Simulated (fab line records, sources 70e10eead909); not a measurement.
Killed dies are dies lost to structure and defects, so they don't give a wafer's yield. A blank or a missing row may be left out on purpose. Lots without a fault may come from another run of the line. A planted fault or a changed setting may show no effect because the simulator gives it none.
fab line records | flow nand_harc
record lots=6 wafers=18 last_day=32
route steps=1302 shown P_M2@327 P_BONDPAD@351 END@1302
lots that met no fault: from a run of the same line without faults
start_h: hours from the record's first day to the start of the lot's first wafer shown | wait_h: hours since the lot's step before | " the same as in the row above | L1.1+2: a row that stands for several wafers | - no value, or no start given | * or withheld: withheld | < > ~ a bound
route shown NAME@n: a module of which the file shows steps, and the number in the route of the first | usual: mean/standard deviation of fault-free wafers | same: alike in all rows | chamber/n: place in a boat | sites: the reading at each site | _std_site: their standard deviation | _edge_site: outer sites' mean less inner sites' | radius_mm: how far each site lies from the wafer's centre | mask NAME#n: copy n | behind: the tool/chamber that last shaped the wafer | hold: why the lot was held/for how many hours/how that ended | device: the transistor (n, p or np) that didn't switch | end of line: the same wafers' tests at the end of the route | a step without rows: its recipe alone | killed: dies lost to structure and defects at the first sort, not the wafer's yield | map: a wafer's dies, x killed, . not, _ none there
set.NAME: the setting as run; set.NAME@STEP: as run at that earlier step | model.NAME: the simulator's own value behind a step, which no gauge read
lots at some steps of the route; a table a step, a row a wafer
services: from which hour (start_h, from the record's first day; less than 0 if before it) a tool's chamber was out of use, for how many hours, and why
## steps
# step NHARC_P_M2_DEVELOP_08
# recipe develop_time_s=35 dev_temp_c=23
# step NHARC_P_M2_CD_MEAS_09
# recipe target_cd_nm=170 landing_energy_ev=500
# usual cd_nm=170.1/0.63
# columns lot.wafer tool chamber start_h wait_h cd_nm
L697.1 cd_sem-03 0 131.89 - 169.9
L697.4 " 0 " " 170.2
L697.6 " 0 " " 170.0
L699.1 cd_sem-03 0 155.21 - 169.9
L699.3 " 0 " " 170.4
L699.6 " 0 " " 170.5
L701.1 cd_sem-01 0 172.60 - 169.7
L701.3 " 0 " " 169.4
L701.4 " 0 " " 169.4
L702.1 cd_sem-03 0 186.41 - 169.7
L702.2 " 0 " " 169.9
L702.6 " 0 " " 169.8
L711.2 cd_sem-01 0 273.51 - 169.7
L711.3 " 0 " " 168.9
L711.6 " 0 " " 169.5
L717.2 cd_sem-03 0 331.00 - 171.0
L717.3 " 0 " " 170.6
L717.6 " 0 " " 170.7
# step NHARC_P_M2_OVL_MEAS_10
# recipe pitch_nm=340
# usual overlay_x_nm=-0.1/0.78 overlay_y_nm=0.0/0.68
# columns lot.wafer tool chamber start_h wait_h overlay_x_nm overlay_y_nm
L697.1 overlay-02 - 131.98 - -0.3 -0.6
L697.4 " - " " -0.9 -0.1
L697.6 " - " " -0.5 -0.2
L699.1 overlay-01 - 155.30 - 0.0 -0.1
L699.3 " - " " 0.3 0.1
L699.6 " - " " -0.4 -0.1
L701.1 overlay-01 - 172.69 - -0.5 0.4
L701.3 " - " " -0.5 0.7
L701.4 " - " " -0.5 0.5
L702.1 overlay-01 - 186.50 - 0.2 1.4
L702.2 " - " " -0.2 1.3
L702.6 " - " " 0.1 0.5
L711.2 overlay-01 - 273.59 - -0.6 0.0
L711.3 " - " " -0.6 0.3
L711.6 " - " " -1.0 0.0
L717.2 overlay-01 - 331.09 - -0.6 -1.1
L717.3 " - " " -0.2 -0.9
L717.6 " - " " -0.4 -1.4
# step NHARC_P_M2_INSPECT_11
# usual raw_defect_count=4.7/2.5
# columns lot.wafer tool chamber start_h wait_h raw_defect_count
L697.1 defect_inspect-02 - 132.02 0.0 6
L697.4 " - " " 3
L697.6 " - " " 3
L699.1 defect_inspect-02 - 155.34 0.0 3
L699.3 " - " " 2
L699.6 " - " " 2
L701.1 defect_inspect-02 - 172.73 0.0 4
L701.3 " - " " 1
L701.4 " - " " 9
L702.1 defect_inspect-01 - 186.54 0.0 2
L702.2 " - " " 3
L702.6 " - " " 6
L711.2 defect_inspect-02 - 273.63 0.0 15
L711.3 " - " " 12
L711.6 " - " " 8
L717.2 defect_inspect-02 - 331.12 0.0 3
L717.3 " - " " 5
L717.6 " - " " 1
# step NHARC_P_M2_DESCUM_14
# recipe time_s=3 o2_flow_sccm=200 ar_flow_sccm=0 bias_power_w=0 chemistry=O2
# step NHARC_P_M2_ETCH_35
# recipe target_depth_a=400 overetch_a=120 time_s=43.94 ion_energy_ev=200 n2_flow_sccm=150 h2_flow_sccm=150 ar_flow_sccm=0 rf_w=400 bias_w=150 chemistry=N2/H2
# usual drypump_motor_current_A=5.7/0.45 oes_product_au=1.002/0.011 rf_fwd_power_W=395.3/1.8 rf_vpp_V=431.2/2.6 showerhead_plenum_p_Torr=2.06/0.093 throttle_valve_pct=14.171/0.0095
# columns lot.wafer tool chamber start_h wait_h drypump_motor_current_A oes_product_au rf_fwd_power_W rf_hours_counter_h rf_vpp_V showerhead_plenum_p_Torr throttle_valve_pct
L697.4 rie_diel-09 3 132.17 0.1 6.1 0.999 397.4 8.1 431.1 2.09 14.184
L697.1 " 0 " " 5.6 1.003 395.1 8.0 431.2 2.15 14.169
L697.6 " 2 " " 5.3 0.997 393.0 - 432.7 2.14 14.183
L699.1 rie_diel-09 1 155.49 0.1 5.4 1.008 396.4 0.1 431.1 2.06 14.153
L699.3 " 2 " " 5.3 0.987 394.5 0.0 435.1 2.14 14.154
L699.6 " 3 " " 6.2 1.005 394.5 - 432.1 2.09 14.162
L701.4 rie_diel-08 3 172.87 0.1 6.7 1.010 394.1 5.8 426.8 1.90 14.175
L701.1 " 0 " " 5.1 1.026 395.6 5.6 426.9 1.92 14.185
L701.3 " 1 " " 5.9 1.009 396.0 6.0 435.8 2.21 14.182
L702.1 rie_diel-09 1 186.69 0.1 5.4 1.003 393.5 0.5 430.7 2.06 14.176
L702.2 " 2 " " 5.4 0.991 396.4 0.5 433.9 2.14 14.177
L702.6 " 0 " " 5.6 1.007 395.1 - 433.6 2.15 14.184
L711.2 rie_diel-03 1 273.78 0.1 5.4 1.020 398.6 8.6 428.2 1.95 14.170
L711.3 " 2 " " 5.8 0.999 394.1 7.6 434.4 2.17 14.169
L711.6 " 1 " " 5.4 1.027 399.1 - 429.1 1.95 14.179
L717.3 rie_diel-09 0 331.28 0.1 5.6 1.007 397.1 0.0 433.6 2.15 14.176
L717.2 " 1 " " 5.4 1.008 395.0 0.0 431.6 2.05 14.178
L717.6 " 3 " " 6.1 1.000 394.2 - 430.9 2.09 14.173
# step NHARC_P_M2_ETCH_15
# recipe target_depth_a=1825 time_s=91.2 c4f8_flow_sccm=withheld ar_flow_sccm=400 rf_w=600 bias_w=300 chemistry=C4F8/Ar
# step NHARC_P_M2_CD_MEAS_16
# usual cd_nm=170.4/0.82
# columns lot.wafer tool chamber start_h wait_h cd_nm
L697.1 cd_sem-01 - 132.38 - 170.7
L697.4 " - " " 170.7
L697.6 " - " " 171.4
L699.1 cd_sem-02 - 155.70 - 170.3
L699.3 " - " " 171.5
L699.6 " - " " 171.2
L701.1 cd_sem-02 - 173.09 - 169.3
L701.3 " - " " 168.7
L701.4 " - " " 169.2
L702.1 cd_sem-03 - 186.90 - 169.8
L702.2 " - " " 169.0
L702.6 " - " " 169.4
L711.2 cd_sem-01 - 274.00 - 169.7
L711.3 " - " " 169.7
L711.6 " - " " 169.8
L717.2 cd_sem-01 - 331.49 - 171.4
L717.3 " - " " 171.4
L717.6 " - " " 171.9
# step NHARC_P_M2_STRIP_18
# recipe power_w=1000 n2_flow_sccm=150 h2_flow_sccm=150 ar_flow_sccm=0 bias_w=0 chemistry=N2/H2
# step NHARC_P_M2_ETCH_28
# recipe target_depth_a=300 over_etch_frac=0.3 time_s=72.99 ion_energy_ev=150 cf4_flow_sccm=50 n2_flow_sccm=100 ar_flow_sccm=150 rf_w=300 bias_w=100 chemistry=CF4/N2
# usual drypump_motor_current_A=5.7/0.43 oes_product_au=1.002/0.01 rf_fwd_power_W=297.9/1.1 rf_vpp_V=314.5/2 showerhead_plenum_p_Torr=2.65/0.11 throttle_valve_pct=19.794/0.0086
# columns lot.wafer tool chamber start_h wait_h drypump_motor_current_A oes_product_au rf_fwd_power_W rf_hours_counter_h rf_vpp_V showerhead_plenum_p_Torr throttle_valve_pct
L697.1 rie_diel-09 1 - - 5.4 1.000 296.0 6.6 314.4 2.65 19.792
L697.4 " 0 " " 5.6 1.003 299.9 8.1 316.9 2.76 19.803
L697.6 " 2 " " 5.3 1.004 297.1 - 317.1 2.75 19.788
L699.3 rie_diel-03 3 - - 5.2 0.999 298.3 2.0 314.1 2.63 19.789
L699.1 " 1 " " 5.4 1.008 297.7 2.0 311.4 2.52 19.792
L699.6 " 3 " " 5.2 1.008 298.9 - 314.5 2.63 19.794
L701.3 rie_diel-08 3 - - 6.7 0.996 298.8 6.0 311.3 2.47 19.789
L701.4 " 0 " " 5.1 1.011 298.0 5.7 312.2 2.48 19.802
L701.1 " 1 " " 5.9 1.000 298.6 6.0 317.1 2.83 19.797
L702.1 rie_diel-03 1 - - 5.4 1.006 297.8 3.7 313.2 2.52 19.790
L702.2 " 0 " " 6.0 0.997 296.1 3.3 314.7 2.65 19.793
L702.6 " 1 " " 5.4 1.009 297.6 - 313.1 2.52 19.799
L711.2 rie_diel-09 1 - - 5.4 0.994 298.5 5.1 315.8 2.64 19.785
L711.3 " 2 " " 5.3 0.990 297.6 5.0 315.9 2.75 19.792
L711.6 " 1 " " 5.4 0.994 297.6 - 313.8 2.64 19.799
L717.3 rie_diel-08 3 - - 6.7 1.020 298.0 7.3 311.0 2.46 19.778
L717.2 " 1 " " 5.9 1.003 298.7 6.1 317.1 2.82 19.803
L717.6 " 2 " " 6.0 1.001 299.5 - 316.5 2.71 19.789
# step NHARC_P_M2_STRIP_19
# recipe time_s=600 temp_c=30 chemistry=post_etch_residue_remover
# step NHARC_P_M2_DEGAS_29
# recipe temp_c=250 time_s=60
# step NHARC_P_M2_PRE_CLEAN_30
# recipe time_s=30 temp_c=280 gas=H2/He
# usual heater_power_w=401/47
# columns lot.wafer tool chamber start_h wait_h heater_power_w
L697.4 pvd_sputter-03 - 133.15 - 397
L697.1 " - " " 340
L697.6 " - " " 412
L699.1 pvd_sputter-02 - 156.47 - 511
L699.3 " - " " 395
L699.6 " - " " 510
L701.3 pvd_sputter-02 - 173.87 - 401
L701.4 " - " " 403
L701.1 " - " " 408
L702.1 pvd_sputter-02 - 187.67 - 404
L702.2 " - " " 400
L702.6 " - " " 407
L711.2 pvd_sputter-03 - 274.77 - 415
L711.3 " - " " 394
L711.6 " - " " 424
L717.3 pvd_sputter-01 - 332.25 - 403
L717.2 " - " " 359
L717.6 " - " " 410
# step NHARC_P_M2_PVD_20
# recipe target_thk_a=50 bias_v=168.6 power_w=15000 chamber_pressure_pa=0.12 time_s=8.06 substrate_temp_c=50 material=TaN
# usual bias_v=168.4/1.8 throttle_valve_pct=29.8/1
# columns lot.wafer tool chamber start_h wait_h bias_v throttle_valve_pct
L697.1 pvd_sputter-03 - - - 165.7 29.8
L697.4 " - " " 168.0 30.2
L697.6 " - " " 167.7 28.0
L699.1 pvd_sputter-02 - - - 168.1 29.9
L699.3 " - " " 167.7 30.2
L699.6 " - " " 169.7 29.8
L701.3 pvd_sputter-02 - - - 168.1 31.4
L701.1 " - " " 170.3 30.0
L701.4 " - " " 167.8 30.6
L702.1 pvd_sputter-02 - - - 167.0 29.9
L702.2 " - " " 168.5 30.9
L702.6 " - " " 168.0 30.7
L711.2 pvd_sputter-03 - - - 164.5 29.4
L711.3 " - " " 168.6 29.7
L711.6 " - " " 171.6 27.3
L717.2 pvd_sputter-01 - - - 169.3 30.6
L717.3 " - " " 169.8 28.8
L717.6 " - " " 169.6 29.7
# step NHARC_P_M2_PVD_21
# recipe target_thk_a=300 chamber_pressure_pa=5 power_w=5000 substrate_temp_c=30 time_s=20.49 material=Cu
# step NHARC_P_M2_ECD_22
# recipe target_thk_a=4000 bath_temp_c=25 material=Cu
# step NHARC_P_M2_ANNEAL_31
# recipe temp_c=225 time_s=90
# usual wafer_temp_C_max=226.3/0.5
# columns lot.wafer tool chamber start_h wait_h wafer_temp_C_max
L697.1 rtp_anneal-01 0 133.83 0.3 226.2
L697.4 " 0 " " 226.4
L697.6 " 0 " " 226.5
L699.1 rtp_anneal-02 0 157.14 - 226.0
L699.3 " 0 " " 226.2
L699.6 " 0 " " 226.0
L701.1 rtp_anneal-02 0 174.55 0.3 225.9
L701.3 " 0 " " 225.6
L701.4 " 0 " " 226.0
L702.1 rtp_anneal-01 0 188.35 - 226.5
L702.2 " 0 " " 226.4
L702.6 " 0 " " 226.0
L711.2 rtp_anneal-01 0 275.49 - 226.9
L711.3 " 0 " " 226.9
L711.6 " 0 " " 227.1
L717.2 rtp_anneal-01 0 332.99 - 226.3
L717.3 " 0 " " 227.1
L717.6 " 0 " " 226.4
# step NHARC_P_M2_CMP_23
# recipe t_overpolish_s=20 target_thk_nm=144.3
# step NHARC_P_M2_THK_MEAS_24
# recipe thk_meas_gauge=xrf
# usual thk_nm=144.5/1.4
# columns lot.wafer tool chamber start_h wait_h thk_nm
L697.1 film_metro-01 - 134.50 - 140.7
L697.4 " - " " 144.7
L697.6 " - " " 144.4
L699.1 film_metro-02 - 157.80 - 144.0
L699.3 " - " " 144.9
L699.6 " - " " 143.2
L701.1 film_metro-01 - 175.21 - 143.6
L701.3 " - " " 143.7
L701.4 " - " " 143.4
L702.1 film_metro-02 - 189.02 - 144.2
L702.2 " - " " 145.8
L702.6 " - " " 144.0
L711.2 film_metro-02 - 276.10 - 144.7
L711.3 " - " " 144.8
L711.6 " - " " 144.4
L717.2 film_metro-01 - 333.60 - 143.8
L717.3 " - " " 146.3
L717.6 " - " " 145.7
# step NHARC_P_M2_SRD_25
# step NHARC_P_M2_PRE_CLEAN_32
# recipe time_s=12 temp_c=370 rf_power_w=300 gas=NH3
# usual heater_power_w=603/75 rf_fwd_power_W=292.7/0.83
# columns lot.wafer tool chamber start_h wait_h heater_power_w rf_fwd_power_W
L697.1 pecvd-04 2 134.72 0.1 503 292.4
L697.6 " 2 " " 492 292.8
L697.4 " 0 " " 594 292.4
L699.3 pecvd-02 0 158.02 0.1 671 294.2
L699.1 " 2 " " 631 292.6
L699.6 " 2 " " 634 291.2
L701.3 pecvd-02 0 175.45 0.1 708 291.8
L701.1 " 1 " " 682 292.4
L701.4 " 2 " " 606 292.5
L702.1 pecvd-04 1 189.25 0.1 653 292.7
L702.2 " 2 " " 464 293.2
L702.6 " 0 " " 584 294.0
L711.2 pecvd-02 1 276.33 0.1 682 291.7
L711.3 " 0 " " 695 293.4
L711.6 " 1 " " 676 293.4
L717.3 pecvd-01 0 333.82 0.1 621 293.2
L717.2 " 1 " " 489 291.1
L717.6 " 0 " " 618 293.4
# step NHARC_P_M2_DEP_33
# recipe target_thk_a=300 temp_c=370 target_thk_nm=30 pressure_torr=3 flow_sccm=200 rf_w=450 material=SiCN
# step NHARC_P_BONDPAD_DEP_00
# recipe target_thk_a=2500 temp_c=370 target_thk_nm=250 pressure_torr=3 flow_sccm=200 rf_w=450 material=SiCN
# step NHARC_P_BONDPAD_CMP_32
# recipe target_thk_nm=200 material=SiCN
# step NHARC_P_BONDPAD_THK_MEAS_33
# recipe thk_meas_gauge=ellipsometry
# usual thk_nm=200.2/1.6
# columns lot.wafer tool chamber start_h wait_h thk_nm
L697.1 film_metro-02 - 135.85 0.2 198.2
L697.4 " - " " 198.6
L697.6 " - " " 199.1
L699.1 film_metro-01 - 159.19 0.2 197.5
L699.3 " - " " 197.6
L699.6 " - " " 198.3
L701.1 film_metro-01 - 176.58 0.2 197.9
L701.3 " - " " 197.7
L701.4 " - " " 200.9
L702.1 film_metro-02 - 190.42 0.2 201.0
L702.2 " - " " 201.6
L702.6 " - " " 200.8
L711.2 film_metro-01 - 277.46 0.2 199.0
L711.3 " - " " 200.0
L711.6 " - " " 200.2
L717.2 film_metro-02 - 334.97 0.2 198.7
L717.3 " - " " 199.6
L717.6 " - " " 197.9
# step NHARC_P_BONDPAD_SRD_34
# step NHARC_P_BONDPAD_DEHYDRATE_01
# recipe temp_c=150 time_s=120
# step NHARC_P_BONDPAD_HMDS_02
# recipe time_s=30
# step NHARC_P_BONDPAD_COAT_36
# recipe temp_c=200 time_s=65
# step NHARC_P_BONDPAD_COAT_03
# recipe spin_rpm=2000 resist_thk_nm=600
# step NHARC_P_BONDPAD_SOFTBAKE_04
# recipe temp_c=125 time_s=70
# step NHARC_P_BONDPAD_EBR_05
# step NHARC_P_BONDPAD_EXPOSE_06
# recipe na=0.55 dose_mj=37.06 mask_id=P_BPAD
# step NHARC_P_BONDPAD_PEB_07
# recipe peb_temp_c=128 peb_time_s=80
# step NHARC_P_BONDPAD_DEVELOP_08
# recipe time_s=50 dev_temp_c=22
# step NHARC_P_BONDPAD_CD_MEAS_09
# recipe target_cd_nm=500 landing_energy_ev=500
# usual cd_nm=500.2/1.8
# columns lot.wafer tool chamber start_h wait_h cd_nm
L697.1 cd_sem-03 0 136.41 - 500.5
L697.4 " 0 " " 500.6
L697.6 " 0 " " 500.8
L699.1 cd_sem-02 0 159.76 - 500.0
L699.3 " 0 " " 500.5
L699.6 " 0 " " 498.8
L701.1 cd_sem-03 0 177.15 - 505.6
L701.3 " 0 " " 502.9
L701.4 " 0 " " 502.4
L702.1 cd_sem-02 0 190.87 - 499.1
L702.2 " 0 " " 498.6
L702.6 " 0 " " 499.0
L711.2 cd_sem-02 0 277.89 - 500.2
L711.3 " 0 " " 499.6
L711.6 " 0 " " 497.1
L717.2 cd_sem-01 0 335.54 - 496.7
L717.3 " 0 " " 499.5
L717.6 " 0 " " 497.2
# step NHARC_P_BONDPAD_OVL_MEAS_38
# usual overlay_x_nm=0/7 overlay_y_nm=-1/7.3
# columns lot.wafer tool chamber start_h wait_h overlay_x_nm overlay_y_nm
L697.1 overlay-01 - 136.50 - -4 5
L697.4 " - " " -3 5
L697.6 " - " " -3 5
L699.1 overlay-01 - 159.85 - 0 -6
L699.3 " - " " 0 -6
L699.6 " - " " 0 -6
L701.1 overlay-01 - 177.24 - 0 -7
L701.3 " - " " 0 -7
L701.4 " - " " 0 -7
L702.1 overlay-01 - 190.96 - -2 -9
L702.2 " - " " -3 -10
L702.6 " - " " -2 -10
L711.2 overlay-01 - 277.98 - 13 7
L711.3 " - " " 14 7
L711.6 " - " " 13 7
L717.2 overlay-01 - 335.62 - 4 2
L717.3 " - " " 4 3
L717.6 " - " " 3 2
# step NHARC_P_BONDPAD_HARDBAKE_10
# recipe temp_c=118 time_s=65
# step NHARC_P_BONDPAD_DESCUM_11
# recipe time_s=3 o2_flow_sccm=200 ar_flow_sccm=0 bias_power_w=0 chemistry=O2
# step NHARC_P_BONDPAD_ETCH_37
# recipe target_depth_a=600 overetch_a=180 time_s=65.91 ion_energy_ev=200 n2_flow_sccm=150 h2_flow_sccm=150 ar_flow_sccm=0 rf_w=400 bias_w=150 chemistry=N2/H2
# step NHARC_END_SORT_01
# recipe temp_c=25
# usual defect_limited_yield=90.8/2.5 killed_at_array=58/17 killed_at_other=1.0/1.4 killed_at_periphery=3.6/2.4 killed_dies=62/17 killed_open=3.4/2 killed_short=2.2/1.6
# same gross_dies=677
# columns lot.wafer tool chamber start_h wait_h defect_limited_yield[%] killed_at_array killed_at_other killed_at_periphery killed_dies killed_open killed_short
L697.1 prober-01 0 580.62 2.5 90.0 64 2 2 68 3 6
L697.4 prober-01 0 583.04 3.4 88.9 71 4 0 75 8 1
L697.6 prober-01 0 584.65 4.0 86.9 80 6 3 89 5 3
L699.1 prober-02 0 583.71 2.5 90.5 60 0 4 64 1 2
L699.3 prober-02 0 585.29 3.1 90.3 58 0 8 66 4 4
L699.6 prober-02 0 587.67 4.0 90.5 61 0 3 64 3 1
L701.1 prober-01 0 598.98 2.5 90.0 20 0 48 68 4 1
L701.3 prober-01 0 600.57 3.1 92.9 47 0 1 48 2 2
L701.4 prober-01 0 601.37 3.4 90.1 63 1 3 67 2 4
L702.1 prober-02 0 625.87 2.5 82.7 58 1 58 117 6 1
L702.2 prober-02 0 626.66 2.8 91.4 55 0 3 58 8 4
L702.6 prober-02 0 629.80 3.9 86.3 47 0 46 93 2 1
L711.2 prober-01 0 690.89 2.8 89.8 57 0 12 69 1 4
L711.3 prober-01 0 691.69 3.1 88.5 70 0 8 78 5 2
L711.6 prober-01 0 694.11 4.0 88.5 66 0 12 78 8 1
L717.2 prober-02 0 756.33 2.8 90.8 57 2 3 62 1 0
L717.3 prober-02 0 757.13 3.1 90.0 64 1 3 68 3 1
L717.6 prober-02 0 759.53 4.0 91.0 57 0 4 61 5 4
# killed by level:class
L697.1 A_CHANNEL_HOLE_D1:chamber_film_flake=28 A_SLIT:chamber_film_flake=18 A_CONTACT:chamber_film_flake=4 A_CHANNEL_HOLE_D2:chamber_film_flake=4 A_SGD_CUT:geometric_particle:short=3 A_STAIRCASE:chamber_film_flake=2 THIN_TSV:chamber_film_flake=2 P_M2:geometric_particle:open=1
L697.4 A_CHANNEL_HOLE_D1:chamber_film_flake=31 A_SLIT:chamber_film_flake=17 A_CHANNEL_HOLE_D2:chamber_film_flake=6 THIN_TSV:chamber_film_flake=4 A_CONTACT:chamber_film_flake=4 A_STAIRCASE:chamber_film_flake=3 A_CHANNEL_FILL_D2:geometric_particle:open=2 A_CHANNEL_HOLE_D2:geometric_particle:open=1
L699.1 A_CHANNEL_HOLE_D1:chamber_film_flake=26 A_SLIT:chamber_film_flake=20 A_CHANNEL_HOLE_D2:chamber_film_flake=6 P_M2:chamber_film_flake=4 A_CONTACT:chamber_film_flake=3 A_CHANNEL_FILL_D1:geometric_particle:short=1 A_WL_FILL:geometric_particle:short=1 A_M0:geometric_particle:open=1
L697.6 A_SLIT:chamber_film_flake=30 A_CHANNEL_HOLE_D1:chamber_film_flake=26 A_CONTACT:chamber_film_flake=9 A_CHANNEL_HOLE_D2:chamber_film_flake=7 THIN_TSV:chamber_film_flake=6 P_GATE:geometric_particle:open=1 P_CONTACT:geometric_particle:short=1 P_M2:geometric_particle:open=1
L699.3 A_CHANNEL_HOLE_D1:chamber_film_flake=25 A_SLIT:chamber_film_flake=20 A_CHANNEL_HOLE_D2:chamber_film_flake=6 A_CONTACT:chamber_film_flake=4 P_M2:chamber_film_flake=2 P_CONTACT:geometric_particle:short=1 P_M0:geometric_particle:short=1 P_M1:geometric_particle:open=1
L699.6 A_CHANNEL_HOLE_D1:chamber_film_flake=29 A_SLIT:chamber_film_flake=13 A_CHANNEL_HOLE_D2:chamber_film_flake=11 A_CONTACT:chamber_film_flake=3 A_STAIRCASE:chamber_film_flake=2 P_GATE:geometric_particle:open=1 P_CONTACT:geometric_particle:short=1 A_CHANNEL_FILL_D1:geometric_particle:open=1
L701.1 P_M2:unspecified=47 A_CHANNEL_HOLE_D2:chamber_film_flake=5 A_CHANNEL_HOLE_D1:chamber_film_flake=4 A_CONTACT:chamber_film_flake=3 A_CHANNEL_FILL_D2:geometric_particle:open=2 A_STAIRCASE:chamber_film_flake=2 A_CHANNEL_HOLE_D1:geometric_particle:open=1 A_SGD_CUT:geometric_particle:short=1
L701.3 A_CHANNEL_HOLE_D2:chamber_film_flake=22 A_CHANNEL_HOLE_D1:chamber_film_flake=15 A_CONTACT:chamber_film_flake=4 A_STAIRCASE:chamber_film_flake=2 P_M0:geometric_particle:open=1 A_CHANNEL_FILL_D1:geometric_particle:short=1 A_SGD_CUT:geometric_particle:short=1 A_BLC:geometric_particle:open=1
L701.4 A_CHANNEL_HOLE_D1:chamber_film_flake=27 A_CHANNEL_HOLE_D2:chamber_film_flake=25 A_CONTACT:chamber_film_flake=5 P_CONTACT:geometric_particle:open=1 P_M0:geometric_particle:open=1 A_SOURCE_PLATE:geometric_particle:short=1 A_CHANNEL_FILL_D1:geometric_particle:short=1 A_CHANNEL_FILL_D2:geometric_particle:short=1
L702.1 P_M2:unspecified=55 A_CHANNEL_HOLE_D2:chamber_film_flake=27 A_CHANNEL_HOLE_D1:chamber_film_flake=14 A_CONTACT:chamber_film_flake=5 A_WL_FILL:chamber_film_flake=3 A_M1:chamber_film_flake=3 A_WL_FILL:geometric_particle:open=2 A_STAIRCASE:chamber_film_flake=2
L702.2 A_CHANNEL_HOLE_D1:chamber_film_flake=23 A_CHANNEL_HOLE_D2:chamber_film_flake=15 A_BONDPAD:chamber_film_flake=4 A_ONON_D2:geometric_particle:short=2 A_CHANNEL_FILL_D2:geometric_particle:open=2 P_ZERO_WELL:chamber_film_flake=2 A_STAIRCASE:chamber_film_flake=2 P_CONTACT:geometric_particle:open=1
L702.6 P_M2:unspecified=44 A_CHANNEL_HOLE_D2:chamber_film_flake=30 A_CHANNEL_HOLE_D1:chamber_film_flake=11 A_WL_FILL:chamber_film_flake=2 A_WL_FILL:geometric_particle:short=1 A_WL_FILL:geometric_particle:open=1 A_BONDPAD:geometric_particle:open=1 P_ZERO_WELL:chamber_film_flake=1
L711.2 A_CHANNEL_HOLE_D1:chamber_film_flake=25 A_CHANNEL_HOLE_D2:chamber_film_flake=19 P_M0:chamber_film_flake=7 A_DECK1_JOINT:chamber_film_flake=3 P_CONTACT:geometric_particle:short=2 A_WL_FILL:chamber_film_flake=2 A_CONTACT:chamber_film_flake=2 A_CHANNEL_FILL_D1:geometric_particle:short=1
L711.3 A_CHANNEL_HOLE_D1:chamber_film_flake=30 A_CHANNEL_HOLE_D2:chamber_film_flake=24 P_GATE:chamber_film_flake=4 A_M0:chamber_film_flake=3 A_CHANNEL_FILL_D1:geometric_particle:open=2 A_DECK1_JOINT:geometric_particle:open=2 P_M0:chamber_film_flake=2 A_DECK1_JOINT:chamber_film_flake=2
L711.6 A_CHANNEL_HOLE_D2:chamber_film_flake=25 A_CHANNEL_HOLE_D1:chamber_film_flake=22 P_M0:chamber_film_flake=5 A_CONTACT:chamber_film_flake=5 A_M0:chamber_film_flake=4 P_CONTACT:geometric_particle:open=2 A_M0:geometric_particle:open=2 P_GATE:chamber_film_flake=2
L717.2 A_CHANNEL_HOLE_D2:chamber_film_flake=29 A_CHANNEL_HOLE_D1:chamber_film_flake=11 A_CHANNEL_FILL_D1:chamber_film_flake=4 A_SLIT:chamber_film_flake=4 P_M2:chamber_film_flake=2 A_STAIRCASE:chamber_film_flake=2 A_CONTACT:chamber_film_flake=2 A_BLC:chamber_film_flake=2
L717.3 A_CHANNEL_HOLE_D2:chamber_film_flake=32 A_CHANNEL_HOLE_D1:chamber_film_flake=10 A_SLIT:chamber_film_flake=5 A_BONDPAD:chamber_film_flake=5 A_CONTACT:chamber_film_flake=4 A_CHANNEL_FILL_D1:geometric_particle:open=2 P_M2:chamber_film_flake=2 A_STAIRCASE:chamber_film_flake=2
L717.6 A_CHANNEL_HOLE_D2:chamber_film_flake=30 A_CHANNEL_HOLE_D1:chamber_film_flake=9 A_SLIT:chamber_film_flake=4 A_CHANNEL_FILL_D1:chamber_film_flake=3 A_WL_FILL:geometric_particle:short=2 A_WL_FILL:geometric_particle:open=2 P_M2:chamber_film_flake=2 A_CONTACT:chamber_film_flake=2
# map L701.1 (x killed, . not)
____________x____________
_________...xxxx_________
_______.x...xxxxxx_______
______....x.xxxxxxx______
_____.......xxxxxxxx_____
____........xxxxxxx..____
____.......x.xxxxxxx.____
___..........xxxxxxx..___
___...........xxxxx...___
__..............xx.....__
__.....................__
_......................._
_.................x....._
_.....x...............x._
_......................._
_......................._
.........................
.........................
.........................
.........................
.........................
_................x......_
_......................._
_......................._
_......................._
_......................._
__.....................__
__.x...................__
___......x............___
___.............x.....___
____.......x.........____
____..........x..x...____
_____..............._____
______...........x.______
_______..........._______
_________......._________
____________.____________
# map L702.1 (x killed, . not)
____________x____________
_________..xxxxx_________
_______....xxxxxxx_______
______......xxxxxxx______
_____........xxxxxxx_____
____.xx....xxxxxxxxx.____
____xx......xxxxxxxx.____
___xxxx......xxxx.xx..___
___xxxxxx.....x.x.xx..___
__x.xxx.x.......xx.....__
__xxxxxx...............__
_.x.xxxxx..........x...._
_x.xxxx.x..............._
_xxx..x...x............._
_..xxxxxx..............._
_......................._
..x......................
.................x.......
.........................
.........................
.........................
_......x............x..._
_......................._
_....................x.._
_x......................_
_x.....................x_
__.....................__
__.............x.......__
___.x.................___
___...................___
____.................____
____............x....____
_____.........x....._____
______.............______
_______..........._______
_________......._________
____________.____________
## services
# columns tool chamber start_h hours kind
pvd_sputter-02 - 111.00 3.6 repair
rie_diel-08 3 114.04 5.4 repair
rie_diel-08 - 142.06 0.6 repair
rie_diel-09 - 143.43 9.0 pm
pecvd-04 2 145.47 6.3 repair
rie_diel-03 2 161.14 6.3 repair
rie_diel-03 0 166.98 2.3 repair
pvd_sputter-03 - 170.06 10.0 pm
rie_diel-08 - 190.80 9.0 pm
rie_diel-08 2 224.14 4.1 repair
pvd_sputter-01 - 226.00 10.0 pm
pecvd-02 - 227.19 13.0 pm
rie_diel-09 2 234.89 4.7 repair
rie_diel-03 2 237.21 3.6 repair
pvd_sputter-03 - 243.47 7.9 repair
pvd_sputter-02 - 255.59 0.8 repair
pvd_sputter-03 - 273.04 1.0 repair
pecvd-02 2 277.93 7.5 repair
rie_diel-03 - 281.32 9.0 pm
rie_diel-09 2 281.81 2.0 repair
pvd_sputter-02 - 282.00 10.0 pm
rie_diel-03 1 296.91 6.0 repair
rie_diel-08 - 305.45 0.1 repair
rie_diel-09 - 320.43 9.0 pm
## key
first_sign step=NHARC_END_SORT_01 reading=killed_at_periphery direction=up sigmas=19 usual=3.6 struck=50.7
more_kills_born_at NHARC_P_M2_PRE_CLEAN_30@pvd_sputter-02=146
met_at NHARC_P_M2_PRE_CLEAN_30
struck_wafers L701.1,L702.1,L702.6
fault kind=chamber_particle_source tool=pvd_sputter-02 chamber=- onset_h=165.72 steps=NHARC_P_M2_PRE_CLEAN_30 rate_per_visit_cm2=1.1136 end_h=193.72 scope=struck_wafers_only
